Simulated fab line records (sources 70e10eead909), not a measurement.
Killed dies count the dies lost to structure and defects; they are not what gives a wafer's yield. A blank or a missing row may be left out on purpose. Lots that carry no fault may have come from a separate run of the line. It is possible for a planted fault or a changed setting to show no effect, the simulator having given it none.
fab line records | flow nand-harc
[record] lots = 13 wafers = 39 last-day = 33
route steps=1302 shown P_BONDPAD@386 A_SOURCE_PLATE@420 A_ONON_D1@424 END@1302
lots untouched by any fault: they come from a run of this same line in which no faults occurred
start-h: hours from the record's opening day to when the first of the lot's shown wafers began | wait-h: hours from the lot's prior step to this one | " unchanged from the row above | L1.1+2: a row that stands for several wafers | - no value present, or no start provided | * or withheld: withheld | < > ~ a bound
route shown NAME@n: names a module that has steps shown in the file, with the first one's number in the route | usual: mean and standard deviation over wafers with no fault | same: alike in all rows | chamber/n: place in a boat | sites: readings site by site | _std_site: standard deviation of those values | _edge_site: outer sites' mean less inner sites' | radius-mm: for every site, how far away it sits from the centre of the wafer | mask NAME#n: copy n | behind: tool/chamber where the wafer was last shaped | hold: cause of the lot's hold/its duration in hours/its outcome | device: the n, p or np transistor that did not switch | end of line: at the end of the route, the tests of the same wafers | a step given without rows: its recipe and nothing more | killed: at the first sort, the dies lost to defects and structure; wafer yield is something else | map: per-die view of a wafer (x killed, . not killed, _ where there is no die)
set.NAME: the run value of the setting; set.NAME@STEP: its run value at that earlier step | model.NAME: the simulator's own value behind a step, which no gauge read
a sample of lots followed through the steps of the route, with each step as a table and each wafer as a row
services: from which hour (start-h, from the record's first day; less than 0 if before it) a tool's chamber was out of use, for how many hours, and why
[[steps]]
[step NHARC_P_BONDPAD_ACTIVATE_29]
[recipe] time-s = 60 n2-flow-sccm = 200 ar-flow-sccm = 0 bias-power-w = 0 chemistry = N2
[usual] drypump-motor-current-A = 5.7/0.61 mfc-ar-sccm = 0.014/0.013 oes-product-au = 1.001/0.0097 rf-vpp-V = 63.9/0.91 showerhead-plenum-p-Torr = 1.73/0.068
// columns lot.wafer tool chamber start-h wait-h drypump-motor-current-A mfc-ar-sccm oes-product-au rf-hours-counter-h rf-vpp-V showerhead-plenum-p-Torr
L676.2 rie-diel-11 3 134.42 0.1 4.9 0.029 1.011 2.3 63.6 1.66
L676.1 " 0 " " 6.3 0.004 1.019 2.3 63.0 1.68
L676.5 " 2 " " 6.4 0.002 0.999 - 63.3 1.68
L678.2 rie-diel-01 1 156.60 0.1 6.4 0 0.997 2.8 63.6 1.67
L678.4 " 3 " " 5.8 0.010 1.006 3.0 61.8 1.75
L678.5 " 2 " " 5.4 0.010 0.989 - 63.5 1.73
L682.1 rie-diel-01 3 195.45 0.1 5.8 0.010 1.006 3.6 64.3 1.75
L682.3 " 1 " " 6.4 0 0.999 3.5 64.3 1.67
L682.5 " 0 " " 4.9 0.031 0.989 - 65.8 1.85
L683.4 rie-diel-11 2 210.45 0.1 6.5 0.002 1.006 6.5 64.5 1.68
L683.3 " 3 " " 4.9 0.029 1.003 6.1 64.3 1.66
L683.6 " 1 " " 6.5 0.020 0.999 - 64.4 1.85
L688.2 rie-diel-01 2 255.76 0.1 5.3 0.010 0.990 1.5 62.5 1.73
L688.1 " 1 " " 6.3 0 0.998 1.4 63.9 1.67
L688.5 " 2 " " 5.3 0.010 0.997 - 64.8 1.73
L690.3 rie-diel-01 3 287.29 0.1 5.8 0.010 1.019 2.5 64.0 1.75
L690.2 " 1 " " 6.3 0 1.008 2.5 61.5 1.67
L690.5 " 3 " " 5.8 0.010 1.021 - 64.1 1.75
L692.2 rie-diel-11 0 304.02 0.1 6.4 0.004 1.005 1.8 63.3 1.68
L692.3 " 1 " " 6.5 0.020 0.991 1.7 64.7 1.85
L692.5 " 2 " " 6.5 0.002 0.999 - 66.5 1.68
L694.1 rie-diel-11 3 312.92 0.1 4.9 0.029 0.991 2.8 64.3 1.66
L694.6 " 3 " " 4.9 0.029 0.997 - 62.3 1.66
L694.5 " 0 " " 6.4 0.004 1.013 - 62.9 1.68
L695.1 rie-diel-01 0 326.29 0.1 4.9 0.031 1.003 3.5 64.3 1.85
L695.3 " 2 " " 5.3 0.010 0.989 3.6 64.8 1.73
L695.2 " 3 " " 5.8 0.010 1.008 2.8 64.2 1.75
L696.4 rie-diel-01 1 333.61 0.1 6.3 0 0.996 3.5 62.2 1.67
L696.2 " 0 " " 4.9 0.031 0.997 3.6 65.0 1.85
L696.5 " 2 " " 5.3 0.010 0.991 - 64.5 1.73
L697.3 rie-diel-01 2 345.11 0.1 5.3 0.010 0.994 3.9 63.6 1.73
L697.4 " 1 " " 6.4 0 1.002 3.6 63.1 1.67
L697.6 " 3 " " 5.8 0.010 1.016 - 64.0 1.75
L698.1 rie-diel-11 2 363.75 0.1 6.4 0.002 0.999 5.3 63.7 1.68
L698.3 " 0 " " 6.4 0.004 1.020 5.7 64.1 1.68
L698.6 " 1 " " 6.5 0.020 1.008 - 63.6 1.85
L699.2 rie-diel-01 2 369.24 0.1 5.3 0.010 0.988 4.2 65.5 1.73
L699.1 " 1 " " 6.3 0 1.005 3.9 62.7 1.67
L699.6 " 3 " " 5.8 0.010 1.017 - 63.8 1.75
[step NHARC_A_SOURCE_PLATE_THK_MEAS_06]
[recipe] thk-meas-gauge = ellipsometry
[usual] thk-nm = 200.5/2.5
// columns lot.wafer tool chamber start-h wait-h thk-nm
L676.1 film-metro-02 - 157.22 0.4 200.0
L676.2 " - " " 198.4
L676.5 " - " " 201.5
L678.2 film-metro-01 - 179.77 0.4 197.7
L678.4 " - " " 200.4
L678.5 " - " " 199.2
L682.1 film-metro-02 - 218.64 0.4 199.6
L682.3 " - " " 201.4
L682.5 " - " " 200.0
L683.3 film-metro-02 - 235.89 0.4 202.0
L683.4 " - " " 203.5
L683.6 " - " " 200.9
L688.1 film-metro-01 - 278.18 0.4 200.3
L688.2 " - " " 200.6
L688.5 " - " " 200.2
L690.2 film-metro-01 - 313.65 0.4 198.8
L690.3 " - " " 197.6
L690.5 " - " " 193.6
L692.2 film-metro-02 - 330.30 0.4 201.5
L692.3 " - " " 201.1
L692.5 " - " " 199.9
L694.1 film-metro-01 - 337.82 0.4 197.9
L694.5 " - " " 195.4
L694.6 " - " " 197.8
L695.1 film-metro-01 - 348.66 0.4 196.2
L695.2 " - " " 196.5
L695.3 " - " " 198.7
L696.2 film-metro-01 - 358.53 0.4 203.4
L696.4 " - " " 203.0
L696.5 " - " " 203.3
L697.3 film-metro-01 - 370.11 0.4 200.7
L697.4 " - " " 201.2
L697.6 " - " " 198.6
L699.1 film-metro-01 - 390.34 0.4 198.3
L699.2 " - " " 201.6
L699.6 " - " " 201.5
L698.1 film-metro-02 - 390.34 0.4 202.8
L698.3 " - " " 203.5
L698.6 " - " " 205.0
[step NHARC_A_ONON_D1_DEP_00]
[recipe] target-thk-a = 10000 n2-flow-sccm = 2750 n2o-flow-sccm = 2000 nh3-flow-sccm = 500 sih4-flow-sccm = 210 temp-c = 400
[usual] sih4-flow-sccm = 209.8/0.64
// columns lot.wafer tool chamber start-h wait-h sih4-flow-sccm
L676.1 pecvd-onon-02 0 157.35 0.1 210.2
L676.2 " 0 " " 211.0
L676.5 " 0 " " 210.0
L678.2 pecvd-onon-03 0 180.00 0.1 210.7
L678.4 " 0 " " 210.1
L678.5 " 0 " " 209.9
L682.1 pecvd-onon-02 0 218.77 0.1 209.0
L682.3 " 0 " " 209.3
L682.5 " 0 " " 208.5
L683.3 pecvd-onon-02 0 236.18 0.2 211.3
L683.4 " 0 " " 209.5
L683.6 " 0 " " 209.9
L688.1 pecvd-onon-04 0 278.36 0.1 209.5
L688.2 " 0 " " 210.2
L688.5 " 0 " " 209.3
L690.2 pecvd-onon-02 0 313.86 0.1 210.9
L690.3 " 0 " " 209.9
L690.5 " 0 " " 210.8
L692.2 pecvd-onon-04 0 330.66 0.3 211.0
L692.3 " 0 " " 210.3
L692.5 " 0 " " 209.9
L694.1 pecvd-onon-02 0 337.95 0.1 209.7
L694.5 " 0 " " 210.8
L694.6 " 0 " " 211.2
L695.1 pecvd-onon-02 0 348.84 0.1 210.0
L695.2 " 0 " " 209.7
L695.3 " 0 " " 209.5
L696.2 pecvd-onon-02 0 358.72 0.1 210.2
L696.4 " 0 " " 209.5
L696.5 " 0 " " 209.4
L697.3 pecvd-onon-04 0 370.40 0.2 209.2
L697.4 " 0 " " 208.8
L697.6 " 0 " " 209.1
L698.1 pecvd-onon-02 0 390.47 0.1 209.7
L698.3 " 0 " " 209.1
L698.6 " 0 " " 210.2
L699.1 pecvd-onon-03 0 390.47 0.1 209.3
L699.2 " 0 " " 209.7
L699.6 " 0 " " 209.6
[step NHARC_A_ONON_D1_THK_MEAS_02]
[recipe] thk-meas-gauge = ellipsometry
[usual] thk-nm = 1003/9
// columns lot.wafer tool chamber start-h wait-h thk-nm
L676.1 film-metro-01 - 157.87 - 991
L676.2 " - " " 992
L676.5 " - " " 990
L678.2 film-metro-01 - 180.45 - 1012
L678.4 " - " " 1011
L678.5 " - " " 1011
L682.1 film-metro-01 - 219.28 - 857
L682.3 " - " " 859
L682.5 " - " " 1003
L683.3 film-metro-02 - 236.57 - 868
L683.4 " - " " 1015
L683.6 " - " " 1014
L688.1 film-metro-01 - 278.86 - 999
L688.2 " - " " 999
L688.5 " - " " 999
L690.2 film-metro-02 - 314.31 - 1007
L690.3 " - " " 1007
L690.5 " - " " 1005
L692.2 film-metro-01 - 331.12 - 992
L692.3 " - " " 992
L692.5 " - " " 991
L694.1 film-metro-01 - 338.46 - 1012
L694.5 " - " " 1013
L694.6 " - " " 1012
L695.1 film-metro-02 - 349.34 - 1004
L695.2 " - " " 1005
L695.3 " - " " 1003
L696.2 film-metro-02 - 359.18 - 993
L696.4 " - " " 992
L696.5 " - " " 993
L697.3 film-metro-02 - 370.80 - 1015
L697.4 " - " " 1013
L697.6 " - " " 1015
L698.1 film-metro-01 - 390.98 - 996
L698.3 " - " " 993
L698.6 " - " " 995
L699.1 film-metro-02 - 390.98 - 1004
L699.2 " - " " 1007
L699.6 " - " " 1003
[step NHARC_END_SORT_01]
[recipe] temp-c = 25
[usual] killed-at-array = 59/16 killed-at-other = 0.8/1.1 killed-at-periphery = 3.6/2.4 killed-dies = 64/16 killed-open = 3.4/1.8 killed-short = 2.5/1.6
[same] gross-dies = 677
// columns lot.wafer tool chamber start-h wait-h killed-at-array killed-at-other killed-at-periphery killed-dies killed-open killed-short
L682.1 prober-01 0 613.55 2.5 673 0 4 677 5 1
L682.3 prober-01 0 615.16 3.1 669 0 8 677 9 2
L682.5 prober-01 0 616.76 3.7 83 0 4 87 2 1
L683.3 prober-01 0 632.97 3.1 677 0 0 677 1 2
L683.4 prober-01 0 633.76 3.4 47 0 3 50 7 3
L683.6 prober-01 0 635.33 3.9 48 0 0 48 0 0
// killed by level:class
L682.1 A_ONON_D1:area-dep=603 A_CHANNEL_HOLE_D2:chamber-film-flake=32 A_SLIT:chamber-film-flake=22 A_CHANNEL_HOLE_D1:chamber-film-flake=6 A_CONTACT:chamber-film-flake=4 P_GATE:geometric-particle:open=2 P_ZERO_WELL:chamber-film-flake=2 A_STAIRCASE:chamber-film-flake=2
L682.3 A_ONON_D1:area-dep=598 A_SLIT:chamber-film-flake=32 A_CHANNEL_HOLE_D2:chamber-film-flake=24 A_CHANNEL_HOLE_D1:chamber-film-flake=4 A_CONTACT:chamber-film-flake=4 P_GATE:geometric-particle:open=2 P_ZERO_WELL:chamber-film-flake=2 A_STAIRCASE:chamber-film-flake=2
L682.5 A_CHANNEL_HOLE_D2:chamber-film-flake=39 A_SLIT:chamber-film-flake=31 A_CHANNEL_HOLE_D1:chamber-film-flake=4 A_CONTACT:chamber-film-flake=3 A_STAIRCASE:chamber-film-flake=2 A_M1:chamber-film-flake=2 P_M0:geometric-particle:open=1 A_SOURCE_PLATE:geometric-particle:short=1
L683.3 A_ONON_D1:area-dep=607 A_CHANNEL_HOLE_D2:chamber-film-flake=41 A_CONTACT:chamber-film-flake=13 A_CHANNEL_HOLE_D1:chamber-film-flake=5 A_WL_FILL:chamber-film-flake=4 A_STAIRCASE:chamber-film-flake=3 A_ONON_D2:geometric-particle:short=2 A_CHANNEL_FILL_D1:geometric-particle:open=1
L683.4 A_CHANNEL_HOLE_D2:chamber-film-flake=28 A_CONTACT:chamber-film-flake=8 A_CHANNEL_HOLE_D1:chamber-film-flake=2 P_M0:geometric-particle:open=1 P_M2:geometric-particle:short=1 P_BONDPAD:geometric-particle:open=1 A_SOURCE_PLATE:geometric-particle:open=1 A_CHANNEL_FILL_D1:geometric-particle:short=1
L683.6 A_CHANNEL_HOLE_D2:chamber-film-flake=27 A_CONTACT:chamber-film-flake=11 A_CHANNEL_HOLE_D1:chamber-film-flake=4 A_STAIRCASE:chamber-film-flake=3 A_WL_FILL:chamber-film-flake=2 A_CHANNEL_FILL_D2:chamber-film-flake=1
[[services]]
// columns tool chamber start-h hours kind
rie-diel-01 2 124.90 8.0 repair
pecvd-onon-04 - 130.26 13.0 pm
rie-diel-01 0 133.80 - clean
rie-diel-01 1 133.80 - clean
rie-diel-01 2 133.80 - clean
rie-diel-01 3 133.80 - clean
pecvd-onon-02 - 178.19 0.3 repair
pecvd-onon-02 - 185.00 13.0 pm
rie-diel-01 2 189.10 4.8 repair
rie-diel-01 - 203.81 9.0 pm
rie-diel-11 0 217.46 8.5 repair
pecvd-onon-03 - 227.00 13.0 pm
rie-diel-11 1 249.45 12.3 repair
rie-diel-11 - 255.50 9.0 pm
rie-diel-01 3 292.95 21.6 repair
rie-diel-01 1 310.92 2.1 repair
pecvd-onon-04 - 311.31 13.0 pm
rie-diel-11 1 321.73 7.7 repair
rie-diel-01 1 335.62 5.2 repair
rie-diel-01 0 351.71 2.8 repair
rie-diel-01 2 364.37 2.4 repair
pecvd-onon-02 - 366.00 13.0 pm
rie-diel-01 - 380.81 9.0 pm
rie-diel-11 1 381.32 4.5 repair
[[key]]
[first-sign] step = NHARC_A_ONON_D1_THK_MEAS_02 reading = thk-nm direction = down sigmas = 16 usual = 1003 struck = 861
[effect] step = NHARC_END_SORT_01 reading = killed-dies direction = up sigmas = 39 usual = 64 struck = 677
[more-kills-born-at] NHARC_A_ONON_D1_DEP_00@pecvd-onon-02 = 1808
met-at NHARC_A_ONON_D1_DEP_00
struck-lots L682,L683
struck-wafers L682.1,L682.3,L683.3
later-rows-left-out L682.1,L682.3,L683.3
tester-left-out L682,L683
not-acting-at NHARC_P_BONDPAD_ACTIVATE_29,NHARC_A_SOURCE_PLATE_THK_MEAS_06
onset-between 157.35 218.77
[fault] kind = process-parameter-drift tool = pecvd-onon-02 chamber = - onset-h = 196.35 steps = NHARC_A_ONON_D1_DEP_00 channel = target-thk-a offset = * shape = step end-h = 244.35 scope = struck-wafers-only acts-in = * stated = *
// tester-left-out: of these lots the tester's yield and bins aren't shown, on N5 and GAA mostly nor the transistor test; their killed dies are dies lost to structure and defects alone, not to doping, threshold or leakage, so they don't give the yield
// later-rows-left-out: the simulator's readings of these wafers behind a module that went badly wrong aren't trusted and aren't shown, but for the sort
